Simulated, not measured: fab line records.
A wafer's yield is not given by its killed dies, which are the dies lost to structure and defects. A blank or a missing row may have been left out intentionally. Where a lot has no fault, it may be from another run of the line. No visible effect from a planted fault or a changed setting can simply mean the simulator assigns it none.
fab line records ; flow nand_harc ; part 1 of 2: steps 1 to 4 of 6
record: lots: 21; wafers: 63; last_day: 25
route steps=1159 shown A_SLIT@793 A_WL_FILL@813 A_CONTACT@858
lots with no fault: from the same line, run without faults
start_h: start of the lot's first displayed wafer, in hours after the record's first day ; wait_h: hours from the lot's prior step to this one ; " identical to the entry in the row above ; L1.1+2: a single row standing in for several wafers ; - no value, or no start was given ; * or withheld: withheld ; < > ~ a bound
route shown NAME@n: NAME is a module with steps in the file, n the number in the route of the first one ; usual: mean/standard deviation taken from wafers without a fault ; same: alike in all rows ; chamber/n: place in a boat ; sites: readings site by site ; _std_site: the values' standard deviation ; _edge_site: mean of outer sites minus mean of inner sites ; radius_mm: how far each site lies from the wafer's centre ; mask NAME#n: copy n ; behind: the last tool/chamber to shape the wafer ; hold: what put the lot on hold/how long, in hours/how the hold closed ; device: whichever transistor did not switch (one of n, p or np) ; end of line: the same wafers' tests at the end of the route ; a step given without rows: its recipe and nothing more ; killed: the dies lost at the first sort to structure and to defects; this is not the yield of the wafer ; map: shows each die of a wafer: x if killed, . if not, _ if none is there
set.NAME: the setting as run; set.NAME@STEP: as run at that earlier step ; model.NAME: the simulator's own value behind a step, which no gauge read
steps of the route over a sample of lots; a table a step, a row a wafer
services: a tool's chamber out of use, with start hour (start_h, from the record's first day; less than 0 if before it), hours out, and reason
== steps ==
step: NHARC_A_SLIT_DESCUM_14
recipe: time_s: 3; o2_flow_sccm: 200; ar_flow_sccm: 0; bias_power_w: 0; chemistry: O2
usual: chamber_pressure_mTorr: 59.99/0.058; drypump_motor_current_A: 5.5/0.39; oes_product_au: 1.003/0.011; rf_vpp_V: 57.8/0.91; showerhead_plenum_p_Torr: 1.92/0.06; throttle_valve_pct: 11.311/0.0085
lot.wafer;tool;chamber;start_h;wait_h;chamber_pressure_mTorr;drypump_motor_current_A;oes_product_au;rf_hours_counter_h;rf_vpp_V;showerhead_plenum_p_Torr;throttle_valve_pct
L074.3;rie_diel-13;1;317.10;0.1;60.01;5.9;1.008;2;58.5;1.92;11.313
L074.4;rie_diel-13;2;317.10;0.1;59.93;4.9;0.992;2;58.5;1.84;11.306
L074.5;rie_diel-13;1;317.10;0.1;59.99;5.9;1.009;-;58.4;1.92;11.314
L076.2;rie_diel-13;0;326.74;0.1;60.01;5.7;1.000;3;59.2;1.98;11.322
L076.4;rie_diel-13;0;326.74;0.1;59.95;5.7;1.008;-;57.3;1.98;11.304
L076.6;rie_diel-13;1;326.74;0.1;60.02;5.9;1.004;-;57.7;1.91;11.318
L075.1;rie_diel-13;0;327.98;0.1;60.12;5.7;1.008;4;58.8;1.98;11.306
L075.4;rie_diel-13;0;327.98;0.1;60.01;5.7;0.991;-;57.5;1.98;11.298
L075.5;rie_diel-13;1;327.98;0.1;60.05;5.9;1.016;-;57.3;1.91;11.308
L079.2;rie_diel-03;2;341.75;0.1;60.05;5.4;1.005;9;56.2;1.78;11.308
L079.1;rie_diel-03;3;341.75;0.1;59.87;4.8;0.982;8;57.3;1.85;11.305
L079.5;rie_diel-03;0;341.75;0.1;59.98;5.2;0.996;-;58.2;1.91;11.316
L080.3;rie_diel-13;0;352.50;0.1;60.05;5.7;1.009;5;57.9;1.98;11.304
L080.4;rie_diel-13;1;352.50;0.1;59.99;5.9;1.005;5;56.9;1.91;11.303
L080.5;rie_diel-13;2;352.50;0.1;59.93;4.9;0.999;-;56.3;1.84;11.320
L078.3;rie_diel-05;0;354.47;0.1;59.93;5.8;1.003;0;58.7;1.92;11.313
L078.4;rie_diel-05;2;354.47;0.1;59.92;5.4;1.018;0;58.0;1.94;11.306
L078.6;rie_diel-05;0;354.47;0.1;60.00;5.8;1.007;-;57.1;1.92;11.314
L082.4;rie_diel-03;3;367.05;0.1;60.05;4.8;1.001;11;57.6;1.85;11.315
L082.2;rie_diel-03;0;367.05;0.1;59.92;5.2;1.001;10;56.9;1.91;11.322
L082.1;rie_diel-03;1;367.05;0.1;60.00;5.9;0.983;9;57.8;2.01;11.300
L083.2;rie_diel-13;2;369.02;0.1;60.08;4.9;1.003;5;56.8;1.84;11.318
L083.3;rie_diel-13;3;369.02;0.1;60.00;5.8;0.994;6;57.1;1.95;11.319
L083.5;rie_diel-13;2;369.02;0.1;59.99;4.9;1.019;-;57.2;1.84;11.297
L084.1;rie_diel-03;2;387.93;0.1;60.06;5.4;1.002;13;57.7;1.77;11.309
L084.4;rie_diel-03;3;387.93;0.1;59.89;4.8;0.995;13;58.0;1.85;11.305
L084.5;rie_diel-03;3;387.93;0.1;59.99;4.8;1.007;-;58.1;1.85;11.314
L085.1;rie_diel-13;1;389.11;0.1;59.92;5.9;1.012;8;57.2;1.91;11.301
L085.4;rie_diel-13;3;389.11;0.1;59.96;5.8;1.001;7;58.2;1.95;11.295
L085.2;rie_diel-13;0;389.11;0.1;59.98;5.7;1.000;8;56.7;1.98;11.302
L088.2;rie_diel-13;0;396.97;0.1;59.90;5.7;1.002;8;57.6;1.98;11.301
L088.4;rie_diel-13;3;396.97;0.1;59.91;5.8;1.000;8;58.7;1.95;11.300
L088.5;rie_diel-13;1;396.97;0.1;60.06;5.9;1.005;-;58.0;1.91;11.306
L087.4;rie_diel-05;3;397.12;0.1;59.89;5.8;1.005;2;59.0;1.91;11.315
L087.2;rie_diel-05;0;397.12;0.1;59.91;5.8;0.994;3;57.1;1.92;11.299
L087.5;rie_diel-05;3;397.12;0.1;60.07;5.8;1.007;-;56.7;1.91;11.311
L086.2;rie_diel-05;2;397.28;0.1;59.89;5.5;1.034;3;58.3;1.94;11.313
L086.1;rie_diel-05;0;397.28;0.1;59.97;5.8;1.019;3;59.2;1.92;11.307
L086.4;rie_diel-05;1;397.28;0.1;59.99;5.1;1.023;3;59.6;1.96;11.322
L090.3;rie_diel-03;0;410.10;0.1;60.06;5.2;0.991;0;58.4;1.91;11.314
L090.1;rie_diel-03;2;410.10;0.1;59.96;5.4;0.995;0;57.0;1.77;11.306
L090.6;rie_diel-03;1;410.10;0.1;59.98;5.9;0.997;-;58.5;2.01;11.316
L089.4;rie_diel-13;2;410.47;0.1;59.97;4.9;1.003;9;58.0;1.84;11.319
L089.3;rie_diel-13;0;410.47;0.1;59.98;5.7;1.012;10;57.0;1.98;11.324
L089.1;rie_diel-13;1;410.47;0.1;60.04;5.9;1.003;11;58.4;1.91;11.307
L092.3;rie_diel-13;2;426.11;0.1;60.05;4.9;1.003;10;56.9;1.84;11.295
L092.6;rie_diel-13;2;426.11;0.1;60.02;4.9;1.000;-;56.9;1.84;11.291
L092.4;rie_diel-13;0;426.11;0.1;60.05;5.7;1.006;-;57.2;1.98;11.311
L091.2;rie_diel-13;0;426.28;0.1;60.00;5.7;1.000;11;58.0;1.98;11.319
L091.3;rie_diel-13;2;426.28;0.1;60.02;4.9;1.002;10;57.9;1.84;11.315
L091.4;rie_diel-13;1;426.28;0.1;60.04;5.9;1.019;-;56.4;1.91;11.297
L093.1;rie_diel-13;1;432.85;0.1;59.99;5.9;1.003;13;57.6;1.91;11.309
L093.3;rie_diel-13;2;432.85;0.1;59.96;4.9;1.001;11;56.5;1.84;11.320
L093.6;rie_diel-13;0;432.85;0.1;60.04;5.7;0.996;-;58.1;1.98;11.302
L095.2;rie_diel-05;1;445.77;0.1;59.94;5.1;1.001;5;58.3;1.96;11.321
L095.1;rie_diel-05;3;445.77;0.1;60.05;5.8;1.009;5;59.1;1.91;11.320
L095.4;rie_diel-05;0;445.77;0.1;60.05;5.7;1.004;5;57.4;1.92;11.294
L097.1;rie_diel-03;2;453.42;0.1;60.04;5.4;1.016;3;56.5;1.77;11.302
L097.4;rie_diel-03;0;453.42;0.1;60.06;5.2;0.992;4;58.2;1.91;11.318
L097.6;rie_diel-03;3;453.42;0.1;60.01;4.8;0.990;-;58.2;1.85;11.308
L096.3;rie_diel-05;2;461.35;0.1;59.96;5.5;1.038;7;58.9;1.94;11.308
L096.1;rie_diel-05;0;461.35;0.1;60.00;5.8;1.019;6;58.6;1.92;11.314
L096.5;rie_diel-05;3;461.35;0.1;59.92;5.8;1.017;-;57.5;1.91;11.308
step: NHARC_A_WL_FILL_CVD_03
recipe: target_thk_a: 400; temp_c: 300; pressure_torr: 40; wf6_flow_sccm: 40; h2_flow_sccm: 1600; ar_flow_sccm: 1560; time_s: 3302; material: W
usual: heater_power_w: 490/15; mfc_wf6_sccm: 40.00/0.14; throttle_valve_pct: 7.93/0.22
lot.wafer;tool;chamber;start_h;wait_h;heater_power_w;mfc_wf6_sccm;since_wet_clean_h;throttle_valve_pct
L074.4;cvd_w-01;0;334.19;1.4;506;40.06;-;7.95
L074.3;cvd_w-01;1;334.19;1.4;485;40.16;-;7.70
L074.5;cvd_w-01;1;334.19;1.4;483;39.90;-;7.70
L076.2;cvd_w-01;0;342.31;3.2;494;39.76;31;8.16
L076.4;cvd_w-01;0;342.31;3.2;504;40.03;-;8.11
L076.6;cvd_w-01;1;344.71;5.6;487;39.88;-;7.68
L075.1;cvd_w-01;1;345.67;6.4;481;39.93;34;7.67
L075.4;cvd_w-01;0;345.67;6.4;486;39.97;-;8.01
L075.5;cvd_w-01;0;345.67;6.4;491;40.11;-;8.03
L079.2;cvd_w-01;0;357.26;3.5;514;40.03;46;8.03
L079.1;cvd_w-01;1;357.26;3.5;494;40.08;47;7.76
L079.5;cvd_w-01;0;359.16;5.4;497;40.05;-;8.20
L080.3;cvd_w-01;1;370.00;1.2;492;39.83;-;7.77
L080.4;cvd_w-01;0;370.00;1.2;494;40.07;-;8.11
L080.5;cvd_w-01;1;370.00;1.2;479;39.99;-;7.66
L078.3;cvd_w-02;1;373.79;4.5;507;40.02;-;8.20
L078.4;cvd_w-02;0;373.79;4.5;484;40.14;-;7.83
L078.6;cvd_w-02;1;373.79;4.5;518;40.05;-;8.18
L082.2;cvd_w-01;0;381.51;1.6;504;40.22;70;8.12
L082.1;cvd_w-01;1;381.51;1.6;483;39.87;71;7.97
L082.4;cvd_w-01;0;381.51;1.6;505;40.04;-;8.13
L083.2;cvd_w-01;1;384.28;4.2;485;40.11;73;7.82
L083.3;cvd_w-01;0;385.66;5.6;498;39.74;-;8.06
L083.5;cvd_w-01;1;385.66;5.6;479;40.02;-;7.77
L085.1;cvd_w-02;0;400.10;0.1;467;40.09;8;7.91
L085.2;cvd_w-02;1;400.10;0.1;500;39.83;9;7.74
L085.4;cvd_w-02;1;400.10;0.1;489;40.16;-;7.80
L084.1;cvd_w-01;1;400.19;0.1;495;40.15;89;7.95
L084.4;cvd_w-01;1;400.19;0.1;484;40.16;-;7.82
L084.5;cvd_w-01;0;402.54;2.4;490;39.90;-;8.05
L088.2;cvd_w-02;0;409.16;0.1;450;40.18;18;7.71
L088.4;cvd_w-02;1;410.57;1.5;493;40.05;-;7.69
L088.5;cvd_w-02;1;410.57;1.5;486;40.15;-;7.50
L087.2;cvd_w-01;1;409.70;0.5;481;40.22;99;7.83
L087.4;cvd_w-01;1;409.70;0.5;502;40.22;-;7.96
L087.5;cvd_w-01;0;409.70;0.5;508;40.16;-;8.32
L086.2;cvd_w-02;1;411.99;2.7;489;39.82;20;8.04
L086.1;cvd_w-02;0;411.99;2.7;470;40.25;21;7.69
L086.4;cvd_w-02;1;411.99;2.7;484;40.05;-;7.87
L090.1;cvd_w-02;1;425.11;1.2;493;39.95;33;7.83
L090.3;cvd_w-02;0;426.54;2.6;450;39.74;-;7.97
L090.6;cvd_w-02;0;426.54;2.6;466;39.67;-;7.65
L089.1;cvd_w-01;1;425.18;1.2;499;40.05;114;7.97
L089.4;cvd_w-01;1;425.18;1.2;493;39.93;-;7.94
L089.3;cvd_w-01;0;425.18;1.2;506;40.01;-;8.21
L091.2;cvd_w-01;0;438.99;0.4;510;39.97;128;8.32
L091.4;cvd_w-01;0;438.99;0.4;518;40.23;-;8.52
L091.3;cvd_w-01;1;438.99;0.4;492;39.98;-;7.72
L092.3;cvd_w-02;1;439.35;1.0;489;39.94;-;7.71
L092.4;cvd_w-02;0;439.35;1.0;465;40.00;-;8.05
L092.6;cvd_w-02;0;439.35;1.0;469;40.18;-;7.90
L093.1;cvd_w-02;0;444.95;0.5;459;39.98;53;7.93
L093.3;cvd_w-02;1;444.95;0.5;503;39.83;-;8.23
L093.6;cvd_w-02;0;446.85;2.4;476;40.03;-;7.38
L095.2;cvd_w-02;1;457.86;0.1;496;40.00;66;7.93
L095.1;cvd_w-02;0;457.86;0.1;461;39.89;67;7.80
L095.4;cvd_w-02;1;457.86;0.1;511;40.25;-;7.96
L097.1;cvd_w-01;1;469.77;4.4;489;39.88;159;8.08
L097.4;cvd_w-01;0;471.20;5.8;511;40.04;-;8.23
L097.6;cvd_w-01;1;471.20;5.8;483;39.71;-;7.82
L096.1;cvd_w-01;1;474.07;0.6;485;39.86;163;7.81
L096.3;cvd_w-01;0;474.07;0.6;497;39.82;-;7.97
L096.5;cvd_w-01;1;475.96;2.5;489;39.90;-;7.98
step: NHARC_A_WL_FILL_ETCHBACK_16
recipe: target_depth_a: 880; time_s: 17.6; c4f8_flow_sccm: withheld; o2_flow_sccm: 8; ar_flow_sccm: withheld; rf_w: 600; bias_w: 800; chemistry: C4F8/O2/Ar
usual: chamber_pressure_mTorr: 25.001/0.023; oes_product_au: 0.982/0.028; rf_vpp_V: 723/4.2
lot.wafer;tool;chamber;start_h;wait_h;chamber_pressure_mTorr;oes_product_au;rf_hours_counter_h;rf_vpp_V
L074.3;rie_diel-08;1;-;-;25.013;0.985;1.5;729
L074.4;rie_diel-08;2;-;-;25.005;0.987;2.2;725
L074.5;rie_diel-08;2;-;-;24.973;0.988;-;723
L076.2;rie_diel-11;2;-;-;25.006;0.929;4.0;719
L076.4;rie_diel-11;0;-;-;25.034;0.942;4.1;728
L076.6;rie_diel-11;3;-;-;24.979;0.933;-;718
L075.4;rie_diel-09;2;-;-;25.002;1.004;3.3;723
L075.1;rie_diel-09;3;-;-;24.957;0.995;3.2;717
L075.5;rie_diel-09;1;-;-;25.012;0.978;-;719
L079.1;rie_diel-08;3;-;-;25.020;1.022;5.0;729
L079.2;rie_diel-08;0;-;-;25.001;0.987;4.9;727
L079.5;rie_diel-08;1;-;-;24.986;0.988;-;729
L080.3;rie_diel-11;2;-;-;25.018;0.987;0.1;718
L080.4;rie_diel-11;0;-;-;25.010;0.987;0.1;728
L080.5;rie_diel-11;3;-;-;25.006;1.001;-;720
L078.4;rie_diel-08;0;-;-;24.978;0.974;6.1;727
L078.3;rie_diel-08;1;-;-;25.039;0.971;4.1;730
L078.6;rie_diel-08;3;-;-;25.011;0.986;-;728
L082.2;rie_diel-09;2;-;-;25.013;0.941;4.7;724
L082.1;rie_diel-09;0;-;-;25.015;0.929;4.5;719
L082.4;rie_diel-09;1;-;-;24.993;0.915;4.8;717
L083.2;rie_diel-08;2;-;-;24.971;0.988;6.7;723
L083.3;rie_diel-08;0;-;-;25.001;0.992;6.5;726
L083.5;rie_diel-08;3;-;-;25.036;1.017;-;730
L085.4;rie_diel-09;2;-;-;25.000;0.942;5.6;725
L085.1;rie_diel-09;3;-;-;24.984;0.920;5.1;718
L085.2;rie_diel-09;1;-;-;24.923;0.911;5.5;718
L084.1;rie_diel-11;0;-;-;25.006;0.997;0.7;727
L084.4;rie_diel-11;0;-;-;24.979;0.988;-;728
L084.5;rie_diel-11;2;-;-;25.012;0.992;-;719
L087.4;rie_diel-09;2;-;-;24.982;1.006;6.0;723
L087.2;rie_diel-09;3;-;-;25.014;0.985;5.6;717
L087.5;rie_diel-09;3;-;-;25.002;0.988;-;718
L088.2;rie_diel-11;3;-;-;24.948;0.927;1.1;719
L088.4;rie_diel-11;1;-;-;24.996;0.930;0.9;721
L088.5;rie_diel-11;3;-;-;24.955;0.919;-;718
L086.1;rie_diel-08;2;-;-;25.008;0.971;8.6;724
L086.2;rie_diel-08;1;-;-;25.012;0.986;5.4;728
L086.4;rie_diel-08;1;-;-;24.976;0.982;-;729
L089.4;rie_diel-08;1;-;-;24.989;0.982;7.0;731
L089.1;rie_diel-08;2;-;-;25.042;0.970;10.1;725
L089.3;rie_diel-08;3;-;-;25.019;1.006;9.8;728
L090.3;rie_diel-11;1;-;-;25.034;1.000;1.4;722
L090.1;rie_diel-11;2;-;-;24.981;1.001;1.6;719
L090.6;rie_diel-11;2;-;-;24.959;0.983;-;720
L092.4;rie_diel-09;2;-;-;25.000;1.001;0.4;725
L092.3;rie_diel-09;0;-;-;24.996;1.005;0.2;721
L092.6;rie_diel-09;1;-;-;25.024;0.982;-;718
L091.3;rie_diel-08;3;-;-;24.985;1.007;10.9;729
L091.2;rie_diel-08;0;-;-;25.027;0.983;10.2;727
L091.4;rie_diel-08;1;-;-;25.023;0.996;7.7;729
L093.1;rie_diel-09;1;-;-;25.030;0.985;0.6;718
L093.3;rie_diel-09;3;-;-;25.033;0.997;0.7;717
L093.6;rie_diel-09;2;-;-;25.039;0.995;-;725
L095.2;rie_diel-09;1;-;-;24.999;0.970;1.3;716
L095.1;rie_diel-09;2;-;-;24.971;0.996;1.3;724
L095.4;rie_diel-09;0;-;-;25.013;1.019;1.2;721
L097.4;rie_diel-11;1;-;-;24.972;0.996;2.5;722
L097.1;rie_diel-11;0;-;-;25.002;0.994;2.6;727
L097.6;rie_diel-11;1;-;-;24.993;1.008;-;721
L096.3;rie_diel-11;2;-;-;24.986;0.985;2.9;718
L096.1;rie_diel-11;3;-;-;24.999;1.001;2.8;720
L096.5;rie_diel-11;1;-;-;24.993;0.996;-;721
step: NHARC_A_WL_FILL_STRIP_29
recipe: time_s: 20; o2_flow_sccm: 500; ar_flow_sccm: 0; bias_w: 0; chemistry: O2
usual: chamber_pressure_mTorr: 60.01/0.054; drypump_motor_current_A: 6.0/0.46; oes_product_au: 0.998/0.012; rf_vpp_V: 57.8/0.88; showerhead_plenum_p_Torr: 3.52/0.15; throttle_valve_pct: 17.037/0.0089
lot.wafer;tool;chamber;start_h;wait_h;chamber_pressure_mTorr;drypump_motor_current_A;oes_product_au;rf_hours_counter_h;rf_vpp_V;showerhead_plenum_p_Torr;throttle_valve_pct
L074.3;rie_diel-08;0;347.25;0.1;60.04;6.1;0.996;1.9;58.0;3.64;17.028
L074.4;rie_diel-08;1;347.25;0.1;60.07;6.3;0.986;1.5;59.2;3.74;17.023
L074.5;rie_diel-08;2;347.25;0.1;60.09;6.3;0.990;-;58.6;3.56;17.047
L076.4;rie_diel-11;3;358.74;0.1;60.07;6.3;1.000;4.1;57.5;3.39;17.041
L076.2;rie_diel-11;1;358.74;0.1;60.11;6.0;1.008;4.1;55.8;3.46;17.033
L076.6;rie_diel-11;0;358.74;0.1;60.10;6.6;1.011;-;58.4;3.69;17.026
L075.4;rie_diel-09;0;358.76;0.1;59.96;5.6;1.014;2.9;58.4;3.42;17.036
L075.1;rie_diel-09;1;358.76;0.1;59.99;5.3;0.990;3.4;56.9;3.34;17.030
L075.5;rie_diel-09;3;358.76;0.1;60.10;5.1;1.000;-;56.9;3.34;17.025
L079.2;rie_diel-08;1;371.15;0.1;60.03;6.3;0.996;3.8;58.6;3.74;17.045
L079.1;rie_diel-08;3;371.15;0.1;59.95;6.3;1.017;5.0;57.9;3.73;17.037
L079.5;rie_diel-08;1;371.15;0.1;59.91;6.3;0.986;-;59.3;3.74;17.025
L080.4;rie_diel-11;3;383.54;0.1;60.08;6.3;0.998;0.1;56.6;3.39;17.024
L080.3;rie_diel-11;2;383.54;0.1;59.94;5.9;0.985;0.1;57.8;3.38;17.039
L080.5;rie_diel-11;3;383.54;0.1;60.08;6.3;1.001;-;57.8;3.39;17.040
L078.4;rie_diel-08;2;386.84;0.1;60.07;6.3;0.991;5.9;58.6;3.56;17.031
L078.3;rie_diel-08;3;386.84;0.1;59.89;6.3;1.011;6.2;58.6;3.72;17.033
L078.6;rie_diel-08;1;386.84;0.1;60.07;6.3;0.990;-;59.6;3.74;17.048
L082.2;rie_diel-09;1;395.15;0.1;59.97;5.3;0.996;4.8;55.8;3.34;17.033
L082.1;rie_diel-09;2;395.15;0.1;60.00;5.6;1.006;4.7;58.8;3.56;17.031
L082.4;rie_diel-09;3;395.15;0.1;59.95;5.1;0.980;4.4;55.7;3.34;17.031
L083.2;rie_diel-08;0;395.19;0.1;59.96;6.1;0.987;6.5;57.9;3.64;17.036
L083.3;rie_diel-08;1;395.19;0.1;59.95;6.3;0.987;4.8;57.4;3.74;17.027
L083.5;rie_diel-08;2;395.19;0.1;60.05;6.3;0.983;-;58.7;3.56;17.037
L085.1;rie_diel-09;0;414.02;0.1;60.02;5.5;1.014;5.1;56.1;3.42;17.034
L085.4;rie_diel-09;2;414.02;0.1;60.13;5.6;1.005;5.6;56.5;3.56;17.025
L085.2;rie_diel-09;3;414.02;0.1;60.01;5.1;1.001;5.1;58.1;3.34;17.044
L084.1;rie_diel-11;0;414.08;0.1;59.97;6.6;0.999;0.7;57.0;3.69;17.048
L084.5;rie_diel-11;3;414.08;0.1;60.06;6.3;1.000;-;57.3;3.39;17.039
L084.4;rie_diel-11;2;414.08;0.1;60.00;5.9;0.998;-;59.1;3.38;17.019
L087.4;rie_diel-09;0;424.70;0.1;60.00;5.6;1.005;5.6;59.4;3.42;17.022
L087.2;rie_diel-09;1;424.70;0.1;60.07;5.3;0.984;6.0;57.2;3.34;17.036
L087.5;rie_diel-09;1;424.70;0.1;60.02;5.3;0.986;-;58.2;3.34;17.039
L088.2;rie_diel-11;2;424.71;0.1;59.98;5.9;0.999;1.1;56.5;3.38;17.030
L088.4;rie_diel-11;1;424.71;0.1;59.94;6.0;1.002;0.9;57.1;3.46;17.040
L088.5;rie_diel-11;3;424.71;0.1;60.04;6.3;1.011;-;57.4;3.39;17.033
L086.1;rie_diel-08;1;427.15;0.1;60.06;6.3;0.997;5.4;57.9;3.74;17.035
L086.2;rie_diel-08;3;427.15;0.1;60.03;6.3;1.011;8.6;58.1;3.72;17.039
L086.4;rie_diel-08;1;427.15;0.1;59.99;6.3;0.997;-;58.9;3.74;17.034
L089.1;rie_diel-08;0;438.79;0.1;59.91;6.1;0.985;9.3;58.8;3.64;17.032
L089.4;rie_diel-08;1;438.79;0.1;59.96;6.3;1.001;7.0;59.2;3.74;17.046
L089.3;rie_diel-08;2;438.79;0.1;60.10;6.3;0.988;10.1;58.3;3.55;17.036
L090.1;rie_diel-11;2;438.85;0.1;60.00;5.9;0.990;1.6;58.5;3.38;17.046
L090.3;rie_diel-11;3;438.85;0.1;60.01;6.3;0.999;1.5;56.3;3.39;17.044
L090.6;rie_diel-11;2;438.85;0.1;59.98;5.9;0.992;-;57.4;3.38;17.053
L092.3;rie_diel-09;0;452.39;0.1;60.01;5.6;1.007;0.2;58.4;3.42;17.056
L092.4;rie_diel-09;1;452.39;0.1;60.06;5.3;0.980;0.3;56.8;3.34;17.021
L092.6;rie_diel-09;2;452.39;0.1;59.97;5.6;1.009;-;59.3;3.56;17.046
L091.4;rie_diel-08;1;452.40;0.1;60.02;6.3;1.000;7.7;59.8;3.74;17.028
L091.3;rie_diel-08;2;452.40;0.1;60.01;6.3;0.976;10.9;59.0;3.55;17.037
L091.2;rie_diel-08;3;452.40;0.1;60.02;6.3;1.014;10.9;57.7;3.72;17.029
L093.1;rie_diel-09;0;458.44;0.1;59.95;5.6;1.002;0.6;57.7;3.42;17.050
L093.3;rie_diel-09;1;458.44;0.1;60.05;5.3;0.978;0.6;59.0;3.34;17.034
L093.6;rie_diel-09;3;458.44;0.1;59.90;5.1;0.975;-;56.7;3.34;17.043
L095.1;rie_diel-09;1;474.04;0.1;60.00;5.3;0.995;1.3;58.7;3.34;17.037
L095.2;rie_diel-09;2;474.04;0.1;60.03;5.6;1.004;1.3;57.1;3.56;17.038
L095.4;rie_diel-09;3;474.04;0.1;60.01;5.0;0.992;1.3;57.6;3.34;17.049
L097.4;rie_diel-11;1;483.53;0.1;59.96;6.0;1.010;2.6;57.7;3.46;17.038
L097.1;rie_diel-11;2;483.53;0.1;59.95;5.9;0.995;2.8;57.5;3.38;17.028
L097.6;rie_diel-11;3;483.53;0.1;59.97;6.3;1.008;-;58.4;3.39;17.053
L096.1;rie_diel-11;3;488.50;0.1;59.99;6.3;1.005;2.8;57.8;3.38;17.040
L096.3;rie_diel-11;0;488.50;0.1;60.02;6.6;1.012;2.7;58.6;3.68;17.026
L096.5;rie_diel-11;3;488.50;0.1;59.94;6.3;1.005;-;56.1;3.39;17.027
